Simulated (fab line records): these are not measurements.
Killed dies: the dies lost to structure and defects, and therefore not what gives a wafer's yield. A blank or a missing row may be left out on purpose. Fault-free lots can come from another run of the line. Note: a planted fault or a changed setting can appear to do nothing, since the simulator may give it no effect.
Check for tools in common | flow nand_harc | 14 lots and 42 wafers in the sample

THE REASON FOR OPENING IT
At NHARC_A_ONON_D2_THK_MEAS_02 the reading thk_nm is flagged on 2 of 14 lots. Wafers without a fault read 1000 nm, standard deviation 8.2.
Rule: flag the lot when none of its wafers has a number, or when each of its wafers that has one lies beyond 4 standard deviations from that mean. The other lots count as sound.

lot  | measured     | on            | thk_nm (nm), wafer by wafer | flag
L197 | day 13 00:26 | film_metro-01 | 1004 1000 1001              |
L198 | day 13 00:44 | film_metro-01 | 994 992 994                 |
L200 | day 14 03:35 | film_metro-02 | 1015 1016 1014              |
L201 | day 14 03:46 | film_metro-01 | 994 994 993                 |
L202 | day 14 03:56 | film_metro-01 | 988 990 989                 |
L203 | day 14 15:46 | film_metro-02 | 993 994 993                 |
L205 | day 15 03:50 | film_metro-01 | 1011 1010 1009              |
L209 | day 17 04:47 | film_metro-02 | 1074 1073 1074              | FLAGGED
L210 | day 18 05:28 | film_metro-02 | 1076 1073 1075              | FLAGGED
L216 | day 20 10:29 | film_metro-02 | 1005 1006 1006              |
L219 | day 21 06:10 | film_metro-02 | 988 987 987                 |
L217 | day 21 06:10 | film_metro-01 | 1003 1003 1003              |
L218 | day 21 12:53 | film_metro-01 | 1002 1002 1005              |
L220 | day 22 01:42 | film_metro-02 | 999 999 999                 |
On average the flagged lots' numbers are 1074 nm, which is +74 nm against the usual, or +9 standard deviations.

EACH LOT AND THE TOOL IT RAN ON
3 process steps preceding the reading are held in the record, out of 1302 steps in the route. Read each cell as the tool, then ch plus the chambers that the sampled wafers visited, then the start.
lot  | flag    | NHARC_A_CHANNEL_FILL_D1_ALD_02   | NHARC_A_DECK1_JOINT_CMP_02    | NHARC_A_ONON_D2_DEP_00
L197 |         | ald_hk-04 ch 0,1,3, day 9 14:01  | cmp-03 ch 1,3, day 12 23:10   | pecvd_onon-01 ch 0, day 12 23:56
L198 |         | ald_hk-01 ch 1,2, day 9 17:28    | cmp-04 ch 0,1,2, day 12 23:13 | pecvd_onon-02 ch 0, day 13 00:17
L200 |         | ald_hk-04 ch 0,1,3, day 10 10:13 | cmp-04 ch 1,2,3, day 14 02:19 | pecvd_onon-02 ch 0, day 14 03:08
L201 |         | ald_hk-01 ch 1,3, day 10 17:08   | cmp-03 ch 0,1,2, day 14 02:20 | pecvd_onon-01 ch 0, day 14 03:22
L202 |         | ald_hk-01 ch 0,1,2, day 10 16:35 | cmp-02 ch 0,1,3, day 14 02:24 | pecvd_onon-02 ch 0, day 14 03:26
L203 |         | ald_hk-04 ch 0,2, day 11 04:05   | cmp-03 ch 0,2, day 14 14:30   | pecvd_onon-04 ch 0, day 14 15:14
L205 |         | ald_hk-01 ch 0,1, day 11 18:56   | cmp-03 ch 0,1,2, day 15 02:24 | pecvd_onon-04 ch 0, day 15 03:20
L209 | FLAGGED | ald_hk-04 ch 1,2,3, day 13 17:25 | cmp-02 ch 0,1,2, day 17 03:29 | pecvd_onon-04 ch 0, day 17 04:16
L210 | FLAGGED | ald_hk-02 ch 0,1,3, day 14 17:37 | cmp-04 ch 0,2,3, day 18 04:06 | pecvd_onon-04 ch 0, day 18 04:58
L216 |         | ald_hk-02 ch 0,1,2, day 16 18:25 | cmp-03 ch 1,2, day 20 09:03   | pecvd_onon-02 ch 0, day 20 10:02
L219 |         | ald_hk-02 ch 0,1,3, day 18 00:08 | cmp-04 ch 0,1,2, day 21 04:53 | pecvd_onon-04 ch 0, day 21 05:43
L217 |         | ald_hk-01 ch 0,1,3, day 17 22:35 | cmp-02 ch 1,2,3, day 21 04:53 | pecvd_onon-02 ch 0, day 21 05:40
L218 |         | ald_hk-04 ch 1,2,3, day 18 03:04 | cmp-02 ch 0,1, day 21 11:36   | pecvd_onon-01 ch 0, day 21 12:29
L220 |         | ald_hk-01 ch 1,2, day 18 11:17   | cmp-04 ch 0,2,3, day 22 00:25 | pecvd_onon-04 ch 0, day 22 01:11
What these steps do:
- NHARC_A_CHANNEL_FILL_D1_ALD_02: deposits SiO2, target thk 6 nm, pulse time 10 s, ald cycles 60.
- NHARC_A_DECK1_JOINT_CMP_02: polishes SiOx.
- NHARC_A_ONON_D2_DEP_00: target thk 1000 nm.
- NHARC_A_ONON_D2_THK_MEAS_02: measures by ellipsometry.

FLAGGED AGAINST TOTAL, ONE TOOL AT A TIME (gauges that did the reading follow at the end)
step                           | tool          | lots run | flagged | share of the flagged lots | sound lots run after its first flagged lot
NHARC_A_CHANNEL_FILL_D1_ALD_02 | ald_hk-01     | 6        | 0       | none                      | -
NHARC_A_CHANNEL_FILL_D1_ALD_02 | ald_hk-02     | 3        | 1       | some                      | 2 (L216,L219)
NHARC_A_CHANNEL_FILL_D1_ALD_02 | ald_hk-04     | 5        | 1       | some                      | 1 (L218)
NHARC_A_DECK1_JOINT_CMP_02     | cmp-02        | 4        | 1       | some                      | 2 (L217,L218)
NHARC_A_DECK1_JOINT_CMP_02     | cmp-03        | 5        | 0       | none                      | -
NHARC_A_DECK1_JOINT_CMP_02     | cmp-04        | 5        | 1       | some                      | 2 (L219,L220)
NHARC_A_ONON_D2_DEP_00         | pecvd_onon-01 | 3        | 0       | none                      | -
NHARC_A_ONON_D2_DEP_00         | pecvd_onon-02 | 5        | 0       | none                      | -
NHARC_A_ONON_D2_DEP_00         | pecvd_onon-04 | 6        | 2       | all                       | 2 (L219,L220)
NHARC_A_ONON_D2_THK_MEAS_02    | film_metro-01 | 7        | 0       | none                      | -
NHARC_A_ONON_D2_THK_MEAS_02    | film_metro-02 | 7        | 2       | all                       | 3 (L216,L219,L220)

WHAT THE TABLE PERMITS
Rows of the table that ran all the flagged lots, 2 in number: pecvd_onon-04 at NHARC_A_ONON_D2_DEP_00; film_metro-02 at NHARC_A_ONON_D2_THK_MEAS_02.
- pecvd_onon-04 at NHARC_A_ONON_D2_DEP_00 ran 6 lots, 2 of them flagged. Lots that were sound ran on it after the first flagged one (L219, L220); a persistent fault on the entire tool would not allow that.
- film_metro-02 at NHARC_A_ONON_D2_THK_MEAS_02 ran 7 lots, 2 of them flagged. Lots that were sound ran on it after the first flagged one (L216, L219, L220); a persistent fault on the entire tool would not allow that.
There is no row in the table that ran each flagged lot and no sound lot after the first.

WHAT WAS PUT IN BY THE SIMULATOR
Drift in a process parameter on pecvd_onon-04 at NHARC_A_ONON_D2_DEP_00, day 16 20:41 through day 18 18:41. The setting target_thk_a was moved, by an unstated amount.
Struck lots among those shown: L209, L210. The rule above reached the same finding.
